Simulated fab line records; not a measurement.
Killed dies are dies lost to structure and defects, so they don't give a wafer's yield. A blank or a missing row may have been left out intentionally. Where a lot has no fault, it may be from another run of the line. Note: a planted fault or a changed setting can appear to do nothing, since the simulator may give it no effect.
Which tool was responsible? || flow nand harc || 36 wafers from 12 lots sampled at 6 of the route's 1302 steps

## WHAT THE GAUGES SHOWED, per wafer
NHARC_P_CONTACT_INSPECT_27. Usual: raw defect count 315, standard deviation 140.
{"lot": "L695", "measured": "day 6 02:34", "on": "defect inspect-02", "raw defect count": "265 270 221", "flag": ""}
{"lot": "L697", "measured": "day 6 16:28", "on": "defect inspect-02", "raw defect count": "220 292 305", "flag": ""}
{"lot": "L696", "measured": "day 6 17:11", "on": "defect inspect-02", "raw defect count": "399 390 313", "flag": ""}
{"lot": "L698", "measured": "day 7 04:26", "on": "defect inspect-02", "raw defect count": "245 158 192", "flag": ""}
{"lot": "L699", "measured": "day 7 17:19", "on": "defect inspect-01", "raw defect count": "263 601 269", "flag": ""}
{"lot": "L702", "measured": "day 9 03:02", "on": "defect inspect-01", "raw defect count": "315 339 423", "flag": ""}
{"lot": "L704", "measured": "day 9 17:24", "on": "defect inspect-01", "raw defect count": "199 496 322", "flag": ""}
{"lot": "L706", "measured": "day 10 15:56", "on": "defect inspect-01", "raw defect count": "220 121 147", "flag": ""}
{"lot": "L707", "measured": "day 10 19:41", "on": "defect inspect-01", "raw defect count": "393 430 390", "flag": ""}
{"lot": "L708", "measured": "day 11 08:25", "on": "defect inspect-01", "raw defect count": "230 177 247", "flag": ""}
{"lot": "L709", "measured": "day 12 08:14", "on": "defect inspect-02", "raw defect count": "200 191 108", "flag": ""}
{"lot": "L713", "measured": "day 13 16:59", "on": "defect inspect-01", "raw defect count": "274 474 267", "flag": ""}

NHARC_P_M0_CD_MEAS_09 targets a cd of 90 nm. Usual: cd nm 89.9 nm, standard deviation 0.58.
{"lot": "L695", "measured": "day 6 03:28", "on": "cd sem-01", "cd nm (nm)": "89.9 90.5 89.8", "flag": ""}
{"lot": "L697", "measured": "day 6 17:22", "on": "cd sem-03", "cd nm (nm)": "90.6 89.5 90.4", "flag": ""}
{"lot": "L696", "measured": "day 6 18:05", "on": "cd sem-01", "cd nm (nm)": "90.6 91.0 90.8", "flag": ""}
{"lot": "L698", "measured": "day 7 05:13", "on": "cd sem-03", "cd nm (nm)": "89.7 89.8 89.8", "flag": ""}
{"lot": "L699", "measured": "day 7 18:13", "on": "cd sem-01", "cd nm (nm)": "89.3 89.3 89.0", "flag": ""}
{"lot": "L702", "measured": "day 9 03:56", "on": "cd sem-02", "cd nm (nm)": "89.6 89.5 89.3", "flag": ""}
{"lot": "L704", "measured": "day 9 18:11", "on": "cd sem-02", "cd nm (nm)": "89.8 89.2 90.6", "flag": ""}
{"lot": "L706", "measured": "day 10 16:50", "on": "cd sem-02", "cd nm (nm)": "89.9 90.0 89.7", "flag": ""}
{"lot": "L707", "measured": "day 10 20:36", "on": "cd sem-02", "cd nm (nm)": "89.0 89.7 89.8", "flag": ""}
{"lot": "L708", "measured": "day 11 09:19", "on": "cd sem-03", "cd nm (nm)": "90.2 90.4 90.1", "flag": ""}
{"lot": "L709", "measured": "day 12 09:08", "on": "cd sem-02", "cd nm (nm)": "89.9 89.9 89.9", "flag": ""}
{"lot": "L713", "measured": "day 13 17:45", "on": "cd sem-02", "cd nm (nm)": "87.3 87.3 87.5", "flag": "OFF"}

NHARC_P_M0_INSPECT_11. Usual: raw defect count 4.0, standard deviation 2.4.
{"lot": "L695", "measured": "day 6 03:35", "on": "defect inspect-02", "raw defect count": "1 4 0", "flag": ""}
{"lot": "L697", "measured": "day 6 17:29", "on": "defect inspect-01", "raw defect count": "3 3 0", "flag": ""}
{"lot": "L696", "measured": "day 6 18:12", "on": "defect inspect-02", "raw defect count": "6 4 3", "flag": ""}
{"lot": "L698", "measured": "day 7 05:20", "on": "defect inspect-01", "raw defect count": "6 2 1", "flag": ""}
{"lot": "L699", "measured": "day 7 18:20", "on": "defect inspect-02", "raw defect count": "5 5 4", "flag": ""}
{"lot": "L702", "measured": "day 9 04:03", "on": "defect inspect-01", "raw defect count": "5 9 3", "flag": ""}
{"lot": "L704", "measured": "day 9 18:19", "on": "defect inspect-01", "raw defect count": "8 3 7", "flag": ""}
{"lot": "L706", "measured": "day 10 16:58", "on": "defect inspect-02", "raw defect count": "1 6 2", "flag": ""}
{"lot": "L707", "measured": "day 10 20:43", "on": "defect inspect-01", "raw defect count": "3 5 2", "flag": ""}
{"lot": "L708", "measured": "day 11 09:26", "on": "defect inspect-01", "raw defect count": "4 3 9", "flag": ""}
{"lot": "L709", "measured": "day 12 09:15", "on": "defect inspect-01", "raw defect count": "4 5 3", "flag": ""}
{"lot": "L713", "measured": "day 13 17:53", "on": "defect inspect-01", "raw defect count": "10 5 5", "flag": ""}

NHARC_P_M0_CD_MEAS_16. Usual: cd nm 90.0 nm, standard deviation 0.64.
{"lot": "L695", "measured": "day 6 03:56", "on": "cd sem-01", "cd nm (nm)": "89.2 89.8 89.2", "flag": ""}
{"lot": "L697", "measured": "day 6 17:51", "on": "cd sem-01", "cd nm (nm)": "90.5 89.3 91.0", "flag": ""}
{"lot": "L696", "measured": "day 6 18:37", "on": "cd sem-03", "cd nm (nm)": "90.8 90.7 90.9", "flag": ""}
{"lot": "L698", "measured": "day 7 05:42", "on": "cd sem-02", "cd nm (nm)": "90.8 89.7 90.8", "flag": ""}
{"lot": "L699", "measured": "day 7 18:42", "on": "cd sem-02", "cd nm (nm)": "88.6 90.0 89.8", "flag": ""}
{"lot": "L702", "measured": "day 9 04:25", "on": "cd sem-01", "cd nm (nm)": "89.3 90.3 88.9", "flag": ""}
{"lot": "L704", "measured": "day 9 18:47", "on": "cd sem-01", "cd nm (nm)": "89.7 89.4 90.5", "flag": ""}
{"lot": "L706", "measured": "day 10 17:19", "on": "cd sem-01", "cd nm (nm)": "89.3 89.8 89.6", "flag": ""}
{"lot": "L707", "measured": "day 10 21:05", "on": "cd sem-03", "cd nm (nm)": "88.7 89.5 90.2", "flag": ""}
{"lot": "L708", "measured": "day 11 09:48", "on": "cd sem-02", "cd nm (nm)": "90.0 89.9 90.1", "flag": ""}
{"lot": "L709", "measured": "day 12 10:05", "on": "cd sem-03", "cd nm (nm)": "89.5 89.2 89.5", "flag": ""}
{"lot": "L713", "measured": "day 13 18:15", "on": "cd sem-02", "cd nm (nm)": "87.3 88.2 87.8", "flag": "OFF"}

## WHAT TOOL EACH LOT RAN ON (gives the tool, then ch and the chambers of the sampled wafers, and finally the start)
{"lot": "L695", "NHARC_P_CONTACT_PVD_32": "pvd sputter-02, day 6 02:34 or earlier", "NHARC_P_M0_EXPOSE_06": "arfi scanner-02 ch 0, day 6 03:19"}
{"lot": "L697", "NHARC_P_CONTACT_PVD_32": "pvd sputter-01, day 6 16:28 or earlier", "NHARC_P_M0_EXPOSE_06": "arfi scanner-03 ch 0, day 6 17:13"}
{"lot": "L696", "NHARC_P_CONTACT_PVD_32": "pvd sputter-02, day 6 17:11 or earlier", "NHARC_P_M0_EXPOSE_06": "arfi scanner-02 ch 0, day 6 17:56"}
{"lot": "L698", "NHARC_P_CONTACT_PVD_32": "pvd sputter-02, day 7 04:26 or earlier", "NHARC_P_M0_EXPOSE_06": "arfi scanner-02 ch 0, day 7 05:05"}
{"lot": "L699", "NHARC_P_CONTACT_PVD_32": "pvd sputter-02, day 7 17:19 or earlier", "NHARC_P_M0_EXPOSE_06": "arfi scanner-03 ch 0, day 7 18:05"}
{"lot": "L702", "NHARC_P_CONTACT_PVD_32": "pvd sputter-02, day 9 03:02 or earlier", "NHARC_P_M0_EXPOSE_06": "arfi scanner-03 ch 0, day 9 03:47"}
{"lot": "L704", "NHARC_P_CONTACT_PVD_32": "pvd sputter-03, day 9 17:24 or earlier", "NHARC_P_M0_EXPOSE_06": "arfi scanner-01 ch 0, day 9 18:03"}
{"lot": "L706", "NHARC_P_CONTACT_PVD_32": "pvd sputter-02, day 10 15:56 or earlier", "NHARC_P_M0_EXPOSE_06": "arfi scanner-01 ch 0, day 10 16:42"}
{"lot": "L707", "NHARC_P_CONTACT_PVD_32": "pvd sputter-03, day 10 19:41 or earlier", "NHARC_P_M0_EXPOSE_06": "arfi scanner-03 ch 0, day 10 20:28"}
{"lot": "L708", "NHARC_P_CONTACT_PVD_32": "pvd sputter-03, day 11 08:25 or earlier", "NHARC_P_M0_EXPOSE_06": "arfi scanner-01 ch 0, day 11 09:11"}
{"lot": "L709", "NHARC_P_CONTACT_PVD_32": "pvd sputter-02, day 12 08:14 or earlier", "NHARC_P_M0_EXPOSE_06": "arfi scanner-01 ch 0, day 12 08:59"}
{"lot": "L713", "NHARC_P_CONTACT_PVD_32": "pvd sputter-02, day 13 16:59 or earlier", "NHARC_P_M0_EXPOSE_06": "arfi scanner-01 ch 0, day 13 17:37"}
- NHARC_P_CONTACT_PVD_32: deposits Ti, target thk 5 nm, time 17.7 s.
- NHARC_P_M0_EXPOSE_06: exposes mask P M0, target cd 90 nm.

## WHAT THE TOOLS THEMSELVES READ (means of the sampled wafers that have a number; where no wafer has one, the mark that the record gives instead)
NHARC_P_CONTACT_PVD_32. Usual: throttle valve pct 30.8 %, standard deviation 1.3.
{"lot": "L695", "tool": "pvd sputter-02", "throttle valve pct (%)": 30.2, "flag": ""}
{"lot": "L697", "tool": "pvd sputter-01", "throttle valve pct (%)": 28.0, "flag": ""}
{"lot": "L696", "tool": "pvd sputter-02", "throttle valve pct (%)": 30.1, "flag": ""}
{"lot": "L698", "tool": "pvd sputter-02", "throttle valve pct (%)": 30.5, "flag": ""}
{"lot": "L699", "tool": "pvd sputter-02", "throttle valve pct (%)": 30.4, "flag": ""}
{"lot": "L702", "tool": "pvd sputter-02", "throttle valve pct (%)": 30.4, "flag": ""}
{"lot": "L704", "tool": "pvd sputter-03", "throttle valve pct (%)": 32.0, "flag": ""}
{"lot": "L706", "tool": "pvd sputter-02", "throttle valve pct (%)": 30.5, "flag": ""}
{"lot": "L707", "tool": "pvd sputter-03", "throttle valve pct (%)": 31.9, "flag": ""}
{"lot": "L708", "tool": "pvd sputter-03", "throttle valve pct (%)": 31.6, "flag": ""}
{"lot": "L709", "tool": "pvd sputter-02", "throttle valve pct (%)": 30.2, "flag": ""}
{"lot": "L713", "tool": "pvd sputter-02", "throttle valve pct (%)": 30.6, "flag": ""}

NHARC_P_M0_EXPOSE_06. Usual: exposure dose mJ cm2 81.18, standard deviation 0.099; reticle temp C 23.03 C, standard deviation 0.1.
{"lot": "L695", "tool": "arfi scanner-02", "exposure dose mJ cm2": 81.25, "reticle temp C (C)": 22.98, "flag": ""}
{"lot": "L697", "tool": "arfi scanner-03", "exposure dose mJ cm2": 81.03, "reticle temp C (C)": 22.98, "flag": ""}
{"lot": "L696", "tool": "arfi scanner-02", "exposure dose mJ cm2": 81.29, "reticle temp C (C)": 23.05, "flag": ""}
{"lot": "L698", "tool": "arfi scanner-02", "exposure dose mJ cm2": 81.25, "reticle temp C (C)": 23.15, "flag": ""}
{"lot": "L699", "tool": "arfi scanner-03", "exposure dose mJ cm2": 81.08, "reticle temp C (C)": 23.10, "flag": ""}
{"lot": "L702", "tool": "arfi scanner-03", "exposure dose mJ cm2": 81.14, "reticle temp C (C)": 22.93, "flag": ""}
{"lot": "L704", "tool": "arfi scanner-01", "exposure dose mJ cm2": 81.16, "reticle temp C (C)": 23.07, "flag": ""}
{"lot": "L706", "tool": "arfi scanner-01", "exposure dose mJ cm2": 81.25, "reticle temp C (C)": 23.02, "flag": ""}
{"lot": "L707", "tool": "arfi scanner-03", "exposure dose mJ cm2": 81.10, "reticle temp C (C)": 22.88, "flag": ""}
{"lot": "L708", "tool": "arfi scanner-01", "exposure dose mJ cm2": 81.10, "reticle temp C (C)": 22.90, "flag": ""}
{"lot": "L709", "tool": "arfi scanner-01", "exposure dose mJ cm2": 81.09, "reticle temp C (C)": 23.07, "flag": ""}
{"lot": "L713", "tool": "arfi scanner-01", "exposure dose mJ cm2": 81.69, "reticle temp C (C)": 22.91, "flag": "OFF"}

## THE ANSWER, worked out from the rows above alone
Rule: a lot counts as off when the mean over its wafers that have a number is more than 3 standard deviations away from the usual mean. A lot without any number at a reading at which 4 lots or more have one is off too. The other lots that the step has rows for count as sound. First the gauges in route order, then the tools' own readings, where a lot's mean is used as printed above. At the first step where some lot is off, the reading lying furthest off is the one used; lots without a number count as furthest.
Off, at NHARC_P_M0_CD_MEAS_09 on cd nm: L713.
If a tool, at a process step before that reading, ran all the lots that are off and no sound lot after the first of them, it fits. Not tried: the gauges at NHARC_P_M0_CD_MEAS_09; whatever is off there is also off at NHARC_P_M0_EXPOSE_06, on other tools, and gauge error can't account for it. NHARC_P_CONTACT_PVD_32: start missing for some lots; hours and lot order therefore follow NHARC_P_CONTACT_INSPECT_27. Undecided on this evidence; 2 tools fit (pvd sputter-02 at NHARC_P_CONTACT_PVD_32, arfi scanner-01 at NHARC_P_M0_EXPOSE_06).

## WHAT THE SIMULATOR HAD PUT IN
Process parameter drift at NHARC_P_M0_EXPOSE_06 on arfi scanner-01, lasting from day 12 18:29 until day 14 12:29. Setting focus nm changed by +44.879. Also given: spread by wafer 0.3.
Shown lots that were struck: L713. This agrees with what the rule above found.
